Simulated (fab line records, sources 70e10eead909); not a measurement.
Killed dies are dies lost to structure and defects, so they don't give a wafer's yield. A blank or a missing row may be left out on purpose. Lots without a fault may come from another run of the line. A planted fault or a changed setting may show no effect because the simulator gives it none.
Which tool did it? | flow nand_harc | 24 lots, 72 wafers sampled, at 6 steps of a route of 1302

WHAT THE GAUGES READ, wafer by wafer
The record holds no reading of a measuring or inspecting step that can be judged against a usual standard deviation.

WHICH TOOL RAN EACH LOT (tool, then ch and the chambers of the sampled wafers, then the start)
lot  | NHARC_A_STAIRCASE_TRIM_202                    | NHARC_A_STAIRCASE_ETCH_221                    | NHARC_A_STAIRCASE_ETCH_230                    | NHARC_A_STAIRCASE_DEP_259       | NHARC_A_STAIRCASE_ETCH_292         | NHARC_A_STAIRCASE_ALD_420
L074 | rie_diel-08 ch 0,1,2, day 16 14:32 or earlier | rie_diel-02 ch 0,1,3, day 16 14:32 or earlier | rie_diel-08 ch 1,2,3, day 16 14:32 or earlier | pecvd-04 ch 0,2, day 16 14:32   | rie_diel-08 ch 0,1,2, day 17 02:19 | ald_hk-01 ch 0,2,3, day 17 14:19
L076 | rie_diel-02 ch 1,2,3, day 17 03:26 or earlier | rie_diel-09 ch 2,3, day 17 03:26 or earlier   | rie_diel-02 ch 0,3, day 17 03:26 or earlier   | pecvd-03 ch 1,2, day 17 03:26   | rie_diel-09 ch 0,1,3, day 17 10:25 | ald_hk-04 ch 1,2, day 17 22:22
L075 | rie_diel-08 ch 0,3, day 17 03:39 or earlier   | rie_diel-09 ch 0,2,3, day 17 03:39 or earlier | rie_diel-08 ch 1,3, day 17 03:39 or earlier   | pecvd-03 ch 0,1,2, day 17 03:39 | rie_diel-08 ch 0,1,3, day 17 11:10 | ald_hk-01 ch 1,2, day 18 02:35
L077 | rie_diel-08 ch 1,2,3, day 17 19:57 or earlier | rie_diel-09 ch 1,2,3, day 17 19:57 or earlier | rie_diel-09 ch 0,1, day 17 19:57 or earlier   | pecvd-04 ch 0,1,2, day 17 19:57 | rie_diel-08 ch 1,2,3, day 18 06:32 | ald_hk-03 ch 0,1, day 18 19:24
L078 | rie_diel-09 ch 0,3, day 17 20:43 or earlier   | rie_diel-09 ch 1,2, day 17 20:43 or earlier   | rie_diel-09 ch 1,2, day 17 20:43 or earlier   | pecvd-03 ch 0,2, day 17 20:43   | rie_diel-09 ch 0,2,3, day 18 06:40 | ald_hk-03 ch 0,2, day 18 20:31
L079 | rie_diel-02 ch 0,1,3, day 18 07:55 or earlier | rie_diel-02 ch 1,2, day 18 07:55 or earlier   | rie_diel-08 ch 0,3, day 18 07:55 or earlier   | pecvd-04 ch 0,1, day 18 07:55   | rie_diel-08 ch 0,1, day 18 15:43   | ald_hk-03 ch 0,2, day 19 04:59
L080 | rie_diel-09 ch 1,2, day 18 09:35 or earlier   | rie_diel-09 ch 2,3, day 18 09:35 or earlier   | rie_diel-02 ch 0,1,3, day 18 09:35 or earlier | pecvd-04 ch 1,2, day 18 09:35   | rie_diel-09 ch 0,2,3, day 18 17:32 | ald_hk-01 ch 0,2, day 19 05:09
L081 | rie_diel-02 ch 0,1,3, day 19 06:48 or earlier | rie_diel-09 ch 0,1,2, day 19 06:48 or earlier | rie_diel-09 ch 0,3, day 19 06:48 or earlier   | pecvd-02 ch 0,2, day 19 06:48   | rie_diel-09 ch 1,2,3, day 19 14:34 | ald_hk-03 ch 1,2,3, day 20 03:28
L082 | rie_diel-08 ch 1,3, day 20 05:24 or earlier   | rie_diel-08 ch 0,1, day 20 05:24 or earlier   | rie_diel-02 ch 0,1,2, day 20 05:24 or earlier | pecvd-03 ch 0,1,2, day 20 05:24 | rie_diel-08 ch 1,2,3, day 20 12:19 | ald_hk-04 ch 0,2,3, day 21 04:29
L083 | rie_diel-08 ch 1,2, day 20 05:27 or earlier   | rie_diel-08 ch 0,1,3, day 20 05:27 or earlier | rie_diel-09 ch 0,2, day 20 05:27 or earlier   | pecvd-02 ch 1,2, day 20 05:27   | rie_diel-08 ch 0,1,3, day 20 12:37 | ald_hk-03 ch 2,3, day 21 03:56
L084 | rie_diel-08 ch 0,2,3, day 20 07:16 or earlier | rie_diel-09 ch 0,1, day 20 07:16 or earlier   | rie_diel-08 ch 1,2, day 20 07:16 or earlier   | pecvd-03 ch 1,2, day 20 07:16   | rie_diel-09 ch 0,1, day 20 13:59   | ald_hk-01 ch 0,1,2, day 21 04:39
L085 | rie_diel-02 ch 0,1, day 20 23:13 or earlier   | rie_diel-09 ch 0,3, day 20 23:13 or earlier   | rie_diel-02 ch 0,1,2, day 20 23:13 or earlier | pecvd-04 ch 0,2, day 20 23:13   | rie_diel-09 ch 2,3, day 21 06:54   | ald_hk-01 ch 0,1,2, day 21 20:34
L087 | rie_diel-08 ch 1,2,3, day 21 10:38 or earlier | rie_diel-09 ch 0,2,3, day 21 10:38 or earlier | rie_diel-08 ch 1,2,3, day 21 10:38 or earlier | pecvd-02 ch 0,1,2, day 21 10:38 | rie_diel-02 ch 0,1,3, day 21 18:04 | ald_hk-04 ch 0,2,3, day 22 07:32
L086 | rie_diel-08 ch 1,2,3, day 21 10:52 or earlier | rie_diel-02 ch 0,1,2, day 21 10:52 or earlier | rie_diel-08 ch 1,2, day 21 10:52 or earlier   | pecvd-03 ch 0,1,2, day 21 10:52 | rie_diel-02 ch 1,2, day 21 19:11   | ald_hk-03 ch 0,1,3, day 22 08:00
L088 | rie_diel-08 ch 1,2,3, day 22 06:18 or earlier | rie_diel-08 ch 0,3, day 22 06:18 or earlier   | rie_diel-08 ch 1,2,3, day 22 06:18 or earlier | pecvd-04 ch 0,1, day 22 06:18   | rie_diel-08 ch 1,2,3, day 22 13:12 | ald_hk-04 ch 0,1,3, day 23 01:40
L089 | rie_diel-08 ch 1,2, day 22 07:00 or earlier   | rie_diel-08 ch 0,3, day 22 07:00 or earlier   | rie_diel-02 ch 0,1, day 22 07:00 or earlier   | pecvd-03 ch 0,1,2, day 22 07:00 | rie_diel-08 ch 0,3, day 22 14:49   | ald_hk-04 ch 0,1,3, day 23 09:24
L090 | rie_diel-02 ch 1,2,3, day 23 07:28 or earlier | rie_diel-08 ch 0,2,3, day 23 07:28 or earlier | rie_diel-08 ch 0,1,3, day 23 07:28 or earlier | pecvd-02 ch 0,2, day 23 07:28   | rie_diel-02 ch 0,2,3, day 23 15:58 | ald_hk-01 ch 1,2,3, day 24 08:59
L091 | rie_diel-08 ch 0,1,3, day 23 13:02 or earlier | rie_diel-08 ch 0,2,3, day 23 13:02 or earlier | rie_diel-08 ch 2,3, day 23 13:02 or earlier   | pecvd-03 ch 0,1,2, day 23 13:02 | rie_diel-02 ch 1,2,3, day 23 23:59 | ald_hk-03 ch 0,2,3, day 24 15:04
L092 | rie_diel-09 ch 0,2, day 24 10:12 or earlier   | rie_diel-02 ch 0,1,3, day 24 10:12 or earlier | rie_diel-08 ch 0,1,2, day 24 10:12 or earlier | pecvd-04 ch 0,1,2, day 24 10:12 | rie_diel-08 ch 0,2, day 24 20:41   | ald_hk-03 ch 0,2,3, day 25 10:29
L094 | rie_diel-02 ch 1,2, day 24 13:59 or earlier   | rie_diel-09 ch 0,2,3, day 24 13:59 or earlier | rie_diel-02 ch 0,1,3, day 24 13:59 or earlier | pecvd-04 ch 1,2, day 24 13:59   | rie_diel-08 ch 0,2, day 24 22:32   | ald_hk-04 ch 1,2,3, day 25 12:37
L093 | rie_diel-08 ch 2,3, day 24 14:33 or earlier   | rie_diel-08 ch 0,1,2, day 24 14:33 or earlier | rie_diel-08 ch 2,3, day 24 14:33 or earlier   | pecvd-03 ch 0,1,2, day 24 14:33 | rie_diel-09 ch 0,2,3, day 24 23:20 | ald_hk-03 ch 1,2,3, day 25 12:56
L095 | rie_diel-08 ch 0,1,2, day 25 09:36 or earlier | rie_diel-08 ch 1,2,3, day 25 09:36 or earlier | rie_diel-02 ch 1,2,3, day 25 09:36 or earlier | pecvd-04 ch 0,1,2, day 25 09:36 | rie_diel-09 ch 1,3, day 25 16:57   | ald_hk-04 ch 1,2, day 26 06:28
L097 | rie_diel-08 ch 0,1,3, day 25 14:58 or earlier | rie_diel-02 ch 0,1,2, day 25 14:58 or earlier | rie_diel-08 ch 1,2,3, day 25 14:58 or earlier | pecvd-03 ch 1,2, day 25 14:58   | rie_diel-09 ch 0,1,2, day 25 21:47 | ald_hk-01 ch 0,1,2, day 26 09:40
L096 | rie_diel-02 ch 0,1,3, day 25 16:38 or earlier | rie_diel-09 ch 0,1,3, day 25 16:38 or earlier | rie_diel-08 ch 0,1,3, day 25 16:38 or earlier | pecvd-04 ch 0,1,2, day 25 16:38 | rie_diel-08 ch 0,3, day 25 23:48   | ald_hk-03 ch 1,2, day 26 11:52
- NHARC_A_STAIRCASE_TRIM_202: chemistry O2, time 211.2 s.
- NHARC_A_STAIRCASE_ETCH_221: etches the open film in C4F8/O2, target depth 100 nm, time 40.5 s.
- NHARC_A_STAIRCASE_ETCH_230: etches the open film in C4F8/O2, target depth 100 nm, time 40.5 s.
- NHARC_A_STAIRCASE_DEP_259: deposits SiON, target thk 30 nm.
- NHARC_A_STAIRCASE_ETCH_292: etches the open film in CF4/CHF3.
- NHARC_A_STAIRCASE_ALD_420: deposits SiO2, target thk 20 nm, pulse time 6 s, ald cycles 200.

WHAT THE TOOLS THEMSELVES READ (means of the sampled wafers that have a number; where no wafer has one, the mark that the record gives instead)
NHARC_A_STAIRCASE_TRIM_202.
lot  | tool        | drypump_motor_current_A (A) | oes_product_au (a.u.) | rf_vpp_V (V) | showerhead_plenum_p_Torr (Torr) | throttle_valve_pct (%)
L074 | rie_diel-08 | 5.6                         | 0.995                 | 58.6         | 3.57                            | 17.032
L076 | rie_diel-02 | 5.6                         | 1.001                 | 58.5         | 3.53                            | 17.033
L075 | rie_diel-08 | 5.1                         | 1.013                 | 58.2         | 3.48                            | 17.044
L077 | rie_diel-08 | 5.4                         | 1.006                 | 58.0         | 3.60                            | 17.034
L078 | rie_diel-09 | 5.7                         | 1.001                 | 58.1         | 3.67                            | 17.037
L079 | rie_diel-02 | 6.0                         | 1.009                 | 57.2         | 3.58                            | 17.025
L080 | rie_diel-09 | 5.8                         | 0.988                 | 57.5         | 3.42                            | 17.040
L081 | rie_diel-02 | 6.0                         | 1.000                 | 57.1         | 3.57                            | 17.034
L082 | rie_diel-08 | 5.3                         | 1.013                 | 59.6         | 3.68                            | 17.037
L083 | rie_diel-08 | 5.6                         | 0.995                 | 57.7         | 3.58                            | 17.041
L084 | rie_diel-08 | 5.3                         | 1.015                 | 57.2         | 3.46                            | 17.041
L085 | rie_diel-02 | 6.4                         | 0.995                 | 58.0         | 3.63                            | 17.034
L087 | rie_diel-08 | 5.4                         | 1.013                 | 58.1         | 3.58                            | 17.038
L086 | rie_diel-08 | 5.3                         | 0.999                 | 57.5         | 3.58                            | 17.027
L088 | rie_diel-08 | 5.4                         | 1.001                 | 57.3         | 3.58                            | 17.039
L089 | rie_diel-08 | 5.6                         | 1.005                 | 58.1         | 3.67                            | 17.040
L090 | rie_diel-02 | 5.7                         | 0.989                 | 57.9         | 3.50                            | 17.037
L091 | rie_diel-08 | 5.4                         | 1.006                 | 57.6         | 3.54                            | 17.032
L092 | rie_diel-09 | 5.8                         | 0.987                 | 58.2         | 3.74                            | 17.043
L094 | rie_diel-02 | 6.1                         | 0.994                 | 57.6         | 3.57                            | 17.028
L093 | rie_diel-08 | 5.4                         | 1.002                 | 57.6         | 3.48                            | 17.036
L095 | rie_diel-08 | 5.6                         | 0.999                 | 57.6         | 3.53                            | 17.034
L097 | rie_diel-08 | 5.4                         | 1.006                 | 57.3         | 3.53                            | 17.040
L096 | rie_diel-02 | 6.0                         | 0.995                 | 57.4         | 3.54                            | 17.028

NHARC_A_STAIRCASE_ETCH_221.
lot  | tool        | oes_product_au (a.u.) | rf_vpp_V (V)
L074 | rie_diel-02 | 0.944                 | 897
L076 | rie_diel-09 | 0.931                 | 890
L075 | rie_diel-09 | 0.929                 | 895
L077 | rie_diel-09 | 0.951                 | 893
L078 | rie_diel-09 | 0.936                 | 892
L079 | rie_diel-02 | 0.938                 | 899
L080 | rie_diel-09 | 0.941                 | 892
L081 | rie_diel-09 | 0.912                 | 895
L082 | rie_diel-08 | 0.928                 | 901
L083 | rie_diel-08 | 0.933                 | 897
L084 | rie_diel-09 | 0.918                 | 900
L085 | rie_diel-09 | 0.945                 | 900
L087 | rie_diel-09 | 0.954                 | 895
L086 | rie_diel-02 | 0.930                 | 900
L088 | rie_diel-08 | 0.946                 | 892
L089 | rie_diel-08 | 0.947                 | 892
L090 | rie_diel-08 | 0.927                 | 892
L091 | rie_diel-08 | 0.946                 | 893
L092 | rie_diel-02 | 0.929                 | 897
L094 | rie_diel-09 | 0.924                 | 901
L093 | rie_diel-08 | 0.954                 | 896
L095 | rie_diel-08 | 0.935                 | 898
L097 | rie_diel-02 | 0.952                 | 900
L096 | rie_diel-09 | 0.925                 | 897

NHARC_A_STAIRCASE_ETCH_230.
lot  | tool        | oes_product_au (a.u.) | rf_vpp_V (V)
L074 | rie_diel-08 | 0.958                 | 898
L076 | rie_diel-02 | 0.960                 | 895
L075 | rie_diel-08 | 0.966                 | 902
L077 | rie_diel-09 | 0.936                 | 901
L078 | rie_diel-09 | 0.957                 | 892
L079 | rie_diel-08 | 0.972                 | 892
L080 | rie_diel-02 | 0.980                 | 898
L081 | rie_diel-09 | 0.949                 | 900
L082 | rie_diel-02 | 0.925                 | 901
L083 | rie_diel-09 | 0.921                 | 892
L084 | rie_diel-08 | 0.959                 | 898
L085 | rie_diel-02 | 0.970                 | 900
L087 | rie_diel-08 | 0.973                 | 897
L086 | rie_diel-08 | 0.970                 | 897
L088 | rie_diel-08 | 0.943                 | 897
L089 | rie_diel-02 | 0.945                 | 899
L090 | rie_diel-08 | 0.948                 | 896
L091 | rie_diel-08 | 0.964                 | 893
L092 | rie_diel-08 | 0.960                 | 896
L094 | rie_diel-02 | 0.956                 | 897
L093 | rie_diel-08 | 0.938                 | 894
L095 | rie_diel-02 | 0.968                 | 894
L097 | rie_diel-08 | 0.972                 | 897
L096 | rie_diel-08 | 0.975                 | 896

NHARC_A_STAIRCASE_DEP_259.
lot  | tool     | heater_power_w (W)
L074 | pecvd-04 | 757
L076 | pecvd-03 | 684
L075 | pecvd-03 | 721
L077 | pecvd-04 | 761
L078 | pecvd-03 | 796
L079 | pecvd-04 | 768
L080 | pecvd-04 | 834
L081 | pecvd-02 | 746
L082 | pecvd-03 | 693
L083 | pecvd-02 | 692
L084 | pecvd-03 | 684
L085 | pecvd-04 | 757
L087 | pecvd-02 | 746
L086 | pecvd-03 | 737
L088 | pecvd-04 | 764
L089 | pecvd-03 | 771
L090 | pecvd-02 | 750
L091 | pecvd-03 | 776
L092 | pecvd-04 | 735
L094 | pecvd-04 | 707
L093 | pecvd-03 | 701
L095 | pecvd-04 | 801
L097 | pecvd-03 | 672
L096 | pecvd-04 | 771

NHARC_A_STAIRCASE_ETCH_292.
lot  | tool        | drypump_motor_current_A (A) | oes_product_au (a.u.) | rf_vpp_V (V) | showerhead_plenum_p_Torr (Torr) | throttle_valve_pct (%)
L074 | rie_diel-08 | 5.6                         | 0.979                 | 371.0        | 1.59                            | 16.813
L076 | rie_diel-09 | 5.7                         | 0.953                 | 371.5        | 1.60                            | 16.799
L075 | rie_diel-08 | 5.4                         | 0.931                 | 371.1        | 1.59                            | 16.797
L077 | rie_diel-08 | 5.3                         | 0.940                 | 371.8        | 1.60                            | 16.803
L078 | rie_diel-09 | 5.3                         | 0.919                 | 370.1        | 1.57                            | 16.803
L079 | rie_diel-08 | 5.6                         | 0.918                 | 373.0        | 1.63                            | 16.799
L080 | rie_diel-09 | 5.3                         | 0.964                 | 370.3        | 1.57                            | 16.799
L081 | rie_diel-09 | 5.3                         | 0.945                 | 369.1        | 1.53                            | 16.799
L082 | rie_diel-08 | 5.3                         | 0.967                 | 371.4        | 1.60                            | 16.801
L083 | rie_diel-08 | 5.4                         | 0.966                 | 370.0        | 1.58                            | 16.804
L084 | rie_diel-09 | 6.1                         | 0.969                 | 371.8        | 1.62                            | 16.814
L085 | rie_diel-09 | 4.9                         | 0.917                 | 368.2        | 1.49                            | 16.814
L087 | rie_diel-02 | 6.0                         | 0.962                 | 370.1        | 1.59                            | 16.807
L086 | rie_diel-02 | 6.1                         | 0.917                 | 371.6        | 1.60                            | 16.795
L088 | rie_diel-08 | 5.3                         | 0.973                 | 370.5        | 1.59                            | 16.799
L089 | rie_diel-08 | 5.3                         | 0.971                 | 369.2        | 1.52                            | 16.799
L090 | rie_diel-02 | 5.8                         | 0.974                 | 371.5        | 1.58                            | 16.792
L091 | rie_diel-02 | 5.6                         | 0.917                 | 369.9        | 1.56                            | 16.811
L092 | rie_diel-08 | 5.5                         | 0.931                 | 369.0        | 1.52                            | 16.806
L094 | rie_diel-08 | 5.6                         | 0.957                 | 368.3        | 1.52                            | 16.804
L093 | rie_diel-09 | 5.3                         | 0.913                 | 373.2        | 1.64                            | 16.807
L095 | rie_diel-09 | 5.7                         | 0.920                 | 369.9        | 1.55                            | 16.802
L097 | rie_diel-09 | 5.8                         | 0.953                 | 372.5        | 1.63                            | 16.806
L096 | rie_diel-08 | 5.1                         | 0.943                 | 368.8        | 1.53                            | 16.792

NHARC_A_STAIRCASE_ALD_420.
lot  | tool      | heater_power_w (W) | precursor_pulse_height_rel
L074 | ald_hk-01 | 465                | 1.002
L076 | ald_hk-04 | 431                | 1.012
L075 | ald_hk-01 | 455                | 0.996
L077 | ald_hk-03 | 474                | 1.000
L078 | ald_hk-03 | 452                | 0.979
L079 | ald_hk-03 | 460                | 1.012
L080 | ald_hk-01 | 477                | 0.993
L081 | ald_hk-03 | 428                | 0.977
L082 | ald_hk-04 | 456                | 1.023
L083 | ald_hk-03 | 417                | 0.984
L084 | ald_hk-01 | 461                | 1.009
L085 | ald_hk-01 | 466                | 1.019
L087 | ald_hk-04 | 462                | 1.012
L086 | ald_hk-03 | 447                | 0.980
L088 | ald_hk-04 | 457                | 1.009
L089 | ald_hk-04 | 452                | 0.997
L090 | ald_hk-01 | 449                | 0.994
L091 | ald_hk-03 | 434                | 0.993
L092 | ald_hk-03 | 433                | 1.006
L094 | ald_hk-04 | 465                | 1.011
L093 | ald_hk-03 | 427                | 1.004
L095 | ald_hk-04 | 427                | 1.004
L097 | ald_hk-01 | 459                | 0.997
L096 | ald_hk-03 | 451                | 0.992

THE ANSWER, worked out from the rows above alone
Rule: what is usual is taken from the lots themselves. Put in order of their means at a reading, lots are off if they are a third of the lots or fewer, leave a main group of 4 or more, and stand apart from it by a gap of 3 or more times the standard deviation of the main group's means; of several such gaps the widest counts. A main group whose means are all the same, to the digits that the tables above print for the reading, isn't used. A lot without any number at a reading at which 4 lots or more have one is off too. The other lots that the step has rows for count as sound. The gauges are gone through in route order, then the tools' own readings, and for those a lot's mean is taken as printed above. The first step at which some lot is off is used, and at that step the reading that is off furthest; a lot without a number counts as furthest.
No lot is off at any reading shown: from this, nothing can be told.

WHAT THE SIMULATOR HAD PUT IN
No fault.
